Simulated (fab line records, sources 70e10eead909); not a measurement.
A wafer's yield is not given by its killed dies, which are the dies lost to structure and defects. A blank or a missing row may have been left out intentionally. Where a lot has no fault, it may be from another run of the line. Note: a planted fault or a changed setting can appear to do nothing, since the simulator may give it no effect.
Which of the tools did it? / flow nandHarc / 24 lots, 72 wafers sampled, at 2 steps of a route of 1302

## WHAT THE GAUGES SHOWED, per wafer
NHARC_A_CONTACT_CD_MEAS_42: the cd target is 300 nm. Usual: cdNm reads 300.0 nm (standard deviation 0.73).
lot=L076; measured=day 21 22:56; on=cdSem-01; cdNm (nm)=301.5 300.1 300.5; flag=
lot=L075; measured=day 21 23:14; on=cdSem-03; cdNm (nm)=300.3 300.5 301.2; flag=
lot=L074; measured=day 22 05:10; on=cdSem-01; cdNm (nm)=299.7 299.7 300.3; flag=
lot=L078; measured=day 22 09:59; on=cdSem-01; cdNm (nm)=300.8 300.0 300.5; flag=
lot=L077; measured=day 22 09:49; on=cdSem-03; cdNm (nm)=299.6 299.5 299.8; flag=
lot=L080; measured=day 22 20:37; on=cdSem-01; cdNm (nm)=299.9 299.1 299.1; flag=
lot=L079; measured=day 23 07:05; on=cdSem-02; cdNm (nm)=300.7 301.6 301.4; flag=
lot=L084; measured=day 24 21:55; on=cdSem-03; cdNm (nm)=299.2 299.6 299.0; flag=
lot=L082; measured=day 25 01:13; on=cdSem-02; cdNm (nm)=299.9 300.0 299.8; flag=
lot=L083; measured=day 25 08:36; on=cdSem-01; cdNm (nm)=299.4 299.3 299.8; flag=
lot=L081; measured=day 25 08:04; on=cdSem-01; cdNm (nm)=299.5 299.2 299.2; flag=
lot=L085; measured=day 25 20:23; on=cdSem-03; cdNm (nm)=299.8 299.2 299.0; flag=
lot=L086; measured=day 26 00:25; on=cdSem-01; cdNm (nm)=300.7 300.2 300.4; flag=
lot=L088; measured=day 26 23:49; on=cdSem-03; cdNm (nm)=300.0 299.7 299.9; flag=
lot=L089; measured=day 27 04:28; on=cdSem-01; cdNm (nm)=299.1 299.2 299.9; flag=
lot=L087; measured=day 27 10:28; on=cdSem-02; cdNm (nm)=299.1 299.2 298.5; flag=
lot=L091; measured=day 27 22:55; on=cdSem-03; cdNm (nm)=299.8 299.9 300.0; flag=
lot=L090; measured=day 28 01:56; on=cdSem-01; cdNm (nm)=301.2 300.7 300.8; flag=
lot=L092; measured=day 28 06:27; on=cdSem-03; cdNm (nm)=299.1 299.8 298.9; flag=
lot=L094; measured=day 28 20:52; on=cdSem-03; cdNm (nm)=299.5 300.0 299.7; flag=
lot=L093; measured=day 28 22:08; on=cdSem-03; cdNm (nm)=301.0 300.8 300.4; flag=
lot=L097; measured=day 30 09:35; on=cdSem-03; cdNm (nm)=299.5 299.7 299.6; flag=
lot=L096; measured=day 30 15:13; on=cdSem-03; cdNm (nm)=299.9 300.6 300.5; flag=
lot=L095; measured=day 31 03:56; on=cdSem-03; cdNm (nm)=299.0 300.1 298.6; flag=

## WHICH TOOL RAN EACH LOT (tool, then ch and the chambers of the sampled wafers, then the start)
lot=L076; NHARC_A_CONTACT_DEP_24=pecvd-03 ch 0,1,2, day 21 17:33
lot=L075; NHARC_A_CONTACT_DEP_24=pecvd-02 ch 0,1,2, day 21 17:36
lot=L074; NHARC_A_CONTACT_DEP_24=pecvd-02 ch 0,2, day 21 22:29
lot=L078; NHARC_A_CONTACT_DEP_24=pecvd-03 ch 1,2, day 22 04:18
lot=L077; NHARC_A_CONTACT_DEP_24=pecvd-04 ch 0,2, day 22 04:22
lot=L080; NHARC_A_CONTACT_DEP_24=pecvd-04 ch 0,1,2, day 22 14:33
lot=L079; NHARC_A_CONTACT_DEP_24=pecvd-02 ch 1,2, day 23 01:32
lot=L084; NHARC_A_CONTACT_DEP_24=pecvd-04 ch 0,2, day 24 16:23
lot=L082; NHARC_A_CONTACT_DEP_24=pecvd-03 ch 0,1, day 24 19:44
lot=L083; NHARC_A_CONTACT_DEP_24=pecvd-04 ch 0,1,2, day 25 00:41
lot=L081; NHARC_A_CONTACT_DEP_24=pecvd-02 ch 1,2, day 25 00:41
lot=L085; NHARC_A_CONTACT_DEP_24=pecvd-04 ch 0,2, day 25 14:49
lot=L086; NHARC_A_CONTACT_DEP_24=pecvd-04 ch 0,2, day 25 17:25
lot=L088; NHARC_A_CONTACT_DEP_24=pecvd-02 ch 1,2, day 26 15:31
lot=L089; NHARC_A_CONTACT_DEP_24=pecvd-04 ch 1,2, day 26 22:55
lot=L087; NHARC_A_CONTACT_DEP_24=pecvd-02 ch 1,2, day 27 04:19
lot=L091; NHARC_A_CONTACT_DEP_24=pecvd-03 ch 0,1,2, day 27 16:27
lot=L090; NHARC_A_CONTACT_DEP_24=pecvd-04 ch 0,1,2, day 27 20:18
lot=L092; NHARC_A_CONTACT_DEP_24=pecvd-03 ch 1,2, day 28 00:52
lot=L094; NHARC_A_CONTACT_DEP_24=pecvd-03 ch 0,2, day 28 13:55
lot=L093; NHARC_A_CONTACT_DEP_24=pecvd-02 ch 0,1,2, day 28 14:08
lot=L097; NHARC_A_CONTACT_DEP_24=pecvd-02 ch 0,1, day 30 04:05
lot=L096; NHARC_A_CONTACT_DEP_24=pecvd-02 ch 0,1,2, day 30 08:34
lot=L095; NHARC_A_CONTACT_DEP_24=pecvd-03 ch 0,1,2, day 30 22:29
- NHARC_A_CONTACT_DEP_24: deposits SiO2, target thk 500 nm.

## WHAT THE TOOLS THEMSELVES READ (means of the sampled wafers that have a number; where no wafer has one, the mark that the record gives instead)
NHARC_A_CONTACT_DEP_24. Usual: heaterPowerOuterW 287 W, standard deviation 95; heaterPowerW 514 W, standard deviation 120; susceptorTempC 400.02 C, standard deviation 0.21; throttleValvePct 16.0 %, standard deviation 0.52.
lot=L076; tool=pecvd-03; heaterPowerOuterW (W)=241; heaterPowerW (W)=448; susceptorTempC (C)=399.93; throttleValvePct (%)=16.1; flag=
lot=L075; tool=pecvd-02; heaterPowerOuterW (W)=267; heaterPowerW (W)=506; susceptorTempC (C)=399.99; throttleValvePct (%)=15.8; flag=
lot=L074; tool=pecvd-02; heaterPowerOuterW (W)=232; heaterPowerW (W)=453; susceptorTempC (C)=399.84; throttleValvePct (%)=16.0; flag=
lot=L078; tool=pecvd-03; heaterPowerOuterW (W)=248; heaterPowerW (W)=447; susceptorTempC (C)=399.93; throttleValvePct (%)=15.8; flag=
lot=L077; tool=pecvd-04; heaterPowerOuterW (W)=263; heaterPowerW (W)=483; susceptorTempC (C)=399.70; throttleValvePct (%)=16.3; flag=
lot=L080; tool=pecvd-04; heaterPowerOuterW (W)=325; heaterPowerW (W)=551; susceptorTempC (C)=400.07; throttleValvePct (%)=16.1; flag=
lot=L079; tool=pecvd-02; heaterPowerOuterW (W)=267; heaterPowerW (W)=517; susceptorTempC (C)=400.11; throttleValvePct (%)=15.8; flag=
lot=L084; tool=pecvd-04; heaterPowerOuterW (W)=320; heaterPowerW (W)=563; susceptorTempC (C)=400.28; throttleValvePct (%)=16.3; flag=
lot=L082; tool=pecvd-03; heaterPowerOuterW (W)=318; heaterPowerW (W)=554; susceptorTempC (C)=400.30; throttleValvePct (%)=16.0; flag=
lot=L083; tool=pecvd-04; heaterPowerOuterW (W)=388; heaterPowerW (W)=629; susceptorTempC (C)=399.80; throttleValvePct (%)=16.3; flag=
lot=L081; tool=pecvd-02; heaterPowerOuterW (W)=267; heaterPowerW (W)=515; susceptorTempC (C)=400.04; throttleValvePct (%)=15.9; flag=
lot=L085; tool=pecvd-04; heaterPowerOuterW (W)=381; heaterPowerW (W)=650; susceptorTempC (C)=399.99; throttleValvePct (%)=16.2; flag=
lot=L086; tool=pecvd-04; heaterPowerOuterW (W)=362; heaterPowerW (W)=620; susceptorTempC (C)=400.02; throttleValvePct (%)=16.4; flag=
lot=L088; tool=pecvd-02; heaterPowerOuterW (W)=242; heaterPowerW (W)=483; susceptorTempC (C)=399.94; throttleValvePct (%)=15.4; flag=
lot=L089; tool=pecvd-04; heaterPowerOuterW (W)=301; heaterPowerW (W)=502; susceptorTempC (C)=400.04; throttleValvePct (%)=16.5; flag=
lot=L087; tool=pecvd-02; heaterPowerOuterW (W)=244; heaterPowerW (W)=479; susceptorTempC (C)=400.09; throttleValvePct (%)=15.4; flag=
lot=L091; tool=pecvd-03; heaterPowerOuterW (W)=261; heaterPowerW (W)=473; susceptorTempC (C)=399.84; throttleValvePct (%)=15.8; flag=
lot=L090; tool=pecvd-04; heaterPowerOuterW (W)=366; heaterPowerW (W)=604; susceptorTempC (C)=400.11; throttleValvePct (%)=16.4; flag=
lot=L092; tool=pecvd-03; heaterPowerOuterW (W)=229; heaterPowerW (W)=427; susceptorTempC (C)=399.90; throttleValvePct (%)=15.7; flag=
lot=L094; tool=pecvd-03; heaterPowerOuterW (W)=232; heaterPowerW (W)=423; susceptorTempC (C)=400.02; throttleValvePct (%)=15.8; flag=
lot=L093; tool=pecvd-02; heaterPowerOuterW (W)=266; heaterPowerW (W)=517; susceptorTempC (C)=400.02; throttleValvePct (%)=15.8; flag=
lot=L097; tool=pecvd-02; heaterPowerOuterW (W)=264; heaterPowerW (W)=499; susceptorTempC (C)=400.02; throttleValvePct (%)=15.7; flag=
lot=L096; tool=pecvd-02; heaterPowerOuterW (W)=245; heaterPowerW (W)=492; susceptorTempC (C)=400.08; throttleValvePct (%)=15.9; flag=
lot=L095; tool=pecvd-03; heaterPowerOuterW (W)=275; heaterPowerW (W)=481; susceptorTempC (C)=400.04; throttleValvePct (%)=16.1; flag=

## THE ANSWER, worked out from the rows above alone
Rule: a lot counts as off when the mean over its wafers that have a number is more than 3 standard deviations away from the usual mean. A lot without any number at a reading at which 4 lots or more have one is off too. All remaining lots with rows at the step are treated as sound. After the gauges, taken in route order, come the tools' own readings; for these a lot's mean is taken, as printed above. At the first step where some lot is off, the reading lying furthest off is the one used; lots without a number count as furthest.
No lot is off at any reading shown: from this, nothing can be told.

## WHAT THE SIMULATOR HAD INSERTED
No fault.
